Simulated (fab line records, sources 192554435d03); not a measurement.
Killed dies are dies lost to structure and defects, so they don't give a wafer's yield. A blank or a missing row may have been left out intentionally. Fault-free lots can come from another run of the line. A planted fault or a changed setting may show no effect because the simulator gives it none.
Which of the tools did it? | flow n5 finfet | 72 wafers from 24 lots sampled at 3 of the route's 1938 steps

== WHAT THE GAUGES READ, wafer by wafer ==
N5_HKMG_FIN_INSPECT_61: inspects for defects (macro).
lot  | measured    | on                | raw defect count
L074 | day 4 00:47 | defect inspect-02 | 0 2 4
L075 | day 4 06:41 | defect inspect-01 | 5 1 0
L076 | day 4 10:50 | defect inspect-01 | 1 3 0
L077 | day 4 18:01 | defect inspect-01 | 3 3 1
L078 | day 5 01:11 | defect inspect-01 | 3 3 1
L079 | day 5 06:59 | defect inspect-01 | 2 1 3
L080 | day 5 10:43 | defect inspect-01 | 2 4 0
L081 | day 5 22:21 | defect inspect-01 | 2 2 1
L082 | day 6 01:52 | defect inspect-02 | 1 2 4
L083 | day 6 10:17 | defect inspect-01 | 1 1 2
L084 | day 6 13:20 | defect inspect-01 | 0 0 7
L085 | day 7 00:50 | defect inspect-01 | 3 2 3
L086 | day 7 04:03 | defect inspect-02 | 5 2 2
L087 | day 7 10:56 | defect inspect-01 | 1 5 2
L088 | day 7 11:37 | defect inspect-02 | 0 1 2
L089 | day 7 17:31 | defect inspect-01 | 0 2 1
L090 | day 7 21:27 | defect inspect-02 | 4 3 1
L091 | day 8 06:15 | defect inspect-02 | 2 4 3
L092 | day 8 09:40 | defect inspect-02 | 1 2 3
L093 | day 8 16:11 | defect inspect-01 | 2 4 2
L094 | day 8 23:34 | defect inspect-02 | 3 4 1
L095 | day 9 04:54 | defect inspect-02 | 1 3 2
L096 | day 9 09:11 | defect inspect-02 | 2 2 2
L097 | day 9 16:06 | defect inspect-02 | 2 2 1

== TOOL THAT RAN EACH LOT (tool first, then ch and the chambers of the sampled wafers, then the start) ==
lot  | N5_SD_EPI_P_ETCH_37               | N5_SDB_ETCH_18
L074 | rie diel-01 ch 1,2,3, day 3 06:46 | rie diel-05 ch 0,1,3, day 3 18:43
L075 | rie diel-06 ch 0,2, day 3 12:02   | rie diel-02 ch 0,2,3, day 4 01:18
L076 | rie diel-06 ch 0,1,2, day 3 17:04 | rie diel-04 ch 0,1,2, day 4 05:21
L077 | rie diel-03 ch 0,1,2, day 4 01:11 | rie diel-05 ch 0,1,3, day 4 12:38
L078 | rie diel-03 ch 2,3, day 4 05:13   | rie diel-02 ch 0,3, day 4 16:55
L079 | rie diel-03 ch 0,1,2, day 4 11:10 | rie diel-02 ch 1,2,3, day 4 22:58
L080 | rie diel-06 ch 0,2, day 4 16:56   | rie diel-02 ch 1,3, day 5 05:19
L081 | rie diel-06 ch 0,3, day 5 05:10   | rie diel-02 ch 0,3, day 5 16:36
L082 | rie diel-01 ch 2,3, day 5 08:28   | rie diel-05 ch 1,3, day 5 20:09
L083 | rie diel-06 ch 1,2,3, day 5 16:56 | rie diel-02 ch 1,3, day 6 04:49
L084 | rie diel-03 ch 0,2,3, day 5 20:37 | rie diel-02 ch 2,3, day 6 07:56
L085 | rie diel-06 ch 0,2, day 6 06:59   | rie diel-05 ch 0,2, day 6 19:03
L086 | rie diel-03 ch 1,3, day 6 10:55   | rie diel-05 ch 2,3, day 6 22:17
L087 | rie diel-06 ch 0,1,2, day 6 14:47 | rie diel-02 ch 1,2, day 7 05:01
L088 | rie diel-01 ch 1,2, day 6 18:42   | rie diel-02 ch 0,2, day 7 06:07
L089 | rie diel-03 ch 0,1, day 7 00:28   | rie diel-04 ch 1,2, day 7 11:53
L090 | rie diel-01 ch 1,2, day 7 04:13   | rie diel-02 ch 0,2,3, day 7 15:45
L091 | rie diel-06 ch 1,2,3, day 7 13:12 | rie diel-05 ch 1,2,3, day 8 00:50
L092 | rie diel-03 ch 0,1, day 7 16:43   | rie diel-02 ch 2,3, day 8 04:13
L093 | rie diel-01 ch 1,2,3, day 7 21:53 | rie diel-04 ch 1,2,3, day 8 10:08
L094 | rie diel-01 ch 0,2,3, day 8 06:13 | rie diel-04 ch 1,2,3, day 8 17:38
L095 | rie diel-01 ch 1,2,3, day 8 12:19 | rie diel-05 ch 0,1,3, day 8 23:40
L096 | rie diel-06 ch 0,1,2, day 8 15:48 | rie diel-04 ch 0,2,3, day 9 03:22
L097 | rie diel-06 ch 0,1,3, day 8 22:53 | rie diel-02 ch 0,1, day 9 10:38
- N5_SD_EPI_P_ETCH_37: etches SOC in N2/H2, overetch 108 nm, time 486 s.
- N5_SDB_ETCH_18: etches SOC in N2/H2, target depth 100 nm, overetch 20 nm, time 150 s.

== AS READ BY THE TOOLS THEMSELVES (means over the sampled wafers that have a number; for cases with no such wafer, the mark the record gives instead) ==
N5_SD_EPI_P_ETCH_37.
lot  | tool        | drypump motor current A (A) | oes product au (a.u.) | rf vpp V (V) | showerhead plenum p Torr (Torr) | throttle valve pct (%)
L074 | rie diel-01 | 5.7                         | 0.69                  | 240.9        | 2.55                            | 23.85
L075 | rie diel-06 | 5.8                         | 0.78                  | 242.5        | 2.66                            | 23.69
L076 | rie diel-06 | 5.8                         | 0.73                  | 241.2        | 2.63                            | 23.75
L077 | rie diel-03 | 5.4                         | 0.69                  | 239.2        | 2.47                            | 23.62
L078 | rie diel-03 | 5.6                         | 0.66                  | 240.4        | 2.53                            | 24.17
L079 | rie diel-03 | 5.4                         | 0.69                  | 239.3        | 2.47                            | 23.63
L080 | rie diel-06 | 5.8                         | 0.77                  | 243.1        | 2.66                            | 23.72
L081 | rie diel-06 | 5.2                         | 0.71                  | 240.4        | 2.48                            | 23.75
L082 | rie diel-01 | 5.7                         | 0.68                  | 240.6        | 2.51                            | 23.90
L083 | rie diel-06 | 5.7                         | 0.74                  | 241.0        | 2.57                            | 23.85
L084 | rie diel-03 | 5.5                         | 0.66                  | 241.0        | 2.53                            | 23.92
L085 | rie diel-06 | 5.8                         | 0.75                  | 241.3        | 2.65                            | 23.73
L086 | rie diel-03 | 5.4                         | 0.69                  | 239.3        | 2.40                            | 23.60
L087 | rie diel-06 | 5.8                         | 0.78                  | 242.4        | 2.62                            | 23.68
L088 | rie diel-01 | 5.6                         | 0.65                  | 241.1        | 2.59                            | 23.91
L089 | rie diel-03 | 5.5                         | 0.68                  | 239.5        | 2.46                            | 23.33
L090 | rie diel-01 | 5.7                         | 0.65                  | 241.2        | 2.56                            | 23.95
L091 | rie diel-06 | 5.7                         | 0.72                  | 241.5        | 2.56                            | 23.88
L092 | rie diel-03 | 5.3                         | 0.69                  | 239.1        | 2.39                            | 23.32
L093 | rie diel-01 | 5.7                         | 0.66                  | 240.3        | 2.54                            | 23.88
L094 | rie diel-01 | 5.5                         | 0.69                  | 240.0        | 2.52                            | 23.88
L095 | rie diel-01 | 5.7                         | 0.66                  | 241.0        | 2.54                            | 23.88
L096 | rie diel-06 | 5.8                         | 0.76                  | 242.1        | 2.61                            | 23.70
L097 | rie diel-06 | 5.5                         | 0.74                  | 240.2        | 2.53                            | 23.71

N5_SDB_ETCH_18.
lot  | tool        | drypump motor current A (A) | oes product au (a.u.) | rf vpp V (V) | showerhead plenum p Torr (Torr) | throttle valve pct (%)
L074 | rie diel-05 | 5.7                         | 0.69                  | 524          | 2.55                            | 17.85
L075 | rie diel-02 | 5.9                         | 0.72                  | 527          | 2.63                            | 17.75
L076 | rie diel-04 | 6.2                         | 0.78                  | 523          | 2.54                            | 17.68
L077 | rie diel-05 | 5.8                         | 0.69                  | 524          | 2.55                            | 17.88
L078 | rie diel-02 | 5.5                         | 0.77                  | 527          | 2.70                            | 17.58
L079 | rie diel-02 | 5.9                         | 0.69                  | 527          | 2.62                            | 17.80
L080 | rie diel-02 | 5.7                         | 0.71                  | 527          | 2.66                            | 17.69
L081 | rie diel-02 | 5.5                         | 0.76                  | 528          | 2.69                            | 17.59
L082 | rie diel-05 | 6.0                         | 0.67                  | 523          | 2.54                            | 18.05
L083 | rie diel-02 | 5.6                         | 0.73                  | 527          | 2.67                            | 17.67
L084 | rie diel-02 | 6.1                         | 0.65                  | 526          | 2.60                            | 17.85
L085 | rie diel-05 | 5.6                         | 0.74                  | 528          | 2.67                            | 17.63
L086 | rie diel-05 | 6.0                         | 0.79                  | 529          | 2.69                            | 17.78
L087 | rie diel-02 | 5.8                         | 0.70                  | 526          | 2.62                            | 17.82
L088 | rie diel-02 | 6.0                         | 0.66                  | 526          | 2.58                            | 17.92
L089 | rie diel-04 | 6.1                         | 0.74                  | 522          | 2.46                            | 17.85
L090 | rie diel-02 | 5.9                         | 0.68                  | 525          | 2.62                            | 17.80
L091 | rie diel-05 | 5.8                         | 0.71                  | 524          | 2.56                            | 17.92
L092 | rie diel-02 | 6.2                         | 0.62                  | 524          | 2.55                            | 18.00
L093 | rie diel-04 | 6.1                         | 0.69                  | 522          | 2.47                            | 17.82
L094 | rie diel-04 | 6.1                         | 0.69                  | 522          | 2.47                            | 17.83
L095 | rie diel-05 | 5.7                         | 0.66                  | 524          | 2.53                            | 17.93
L096 | rie diel-04 | 6.2                         | 0.73                  | 525          | 2.56                            | 17.78
L097 | rie diel-02 | 5.4                         | 0.74                  | 527          | 2.69                            | 17.62

== THE ANSWER, worked out from the rows above alone ==
Rule: the usual values come from the lots themselves. The widest of any qualifying gaps counts: lots, ordered by their means at a reading, are off when they make up no more than a third of the lots, leave a main group of 4 or more, and stand apart from it by 3 or more times the standard deviation of that group's means. Not used: any main group whose means are identical at the precision the tables above print for the reading. Also off: a lot with no number at a reading for which 4 or more lots have one. The other lots that the step has rows for count as sound. Order of review: gauges by route order, followed by the tools' own readings, for which a lot's mean as printed above is used. The first step at which some lot is off is used, and at that step the reading that is off furthest; a lot without a number counts as furthest.
None of the lots is off at any reading shown; this tells nothing.

== WHAT THE SIMULATOR PUT IN ==
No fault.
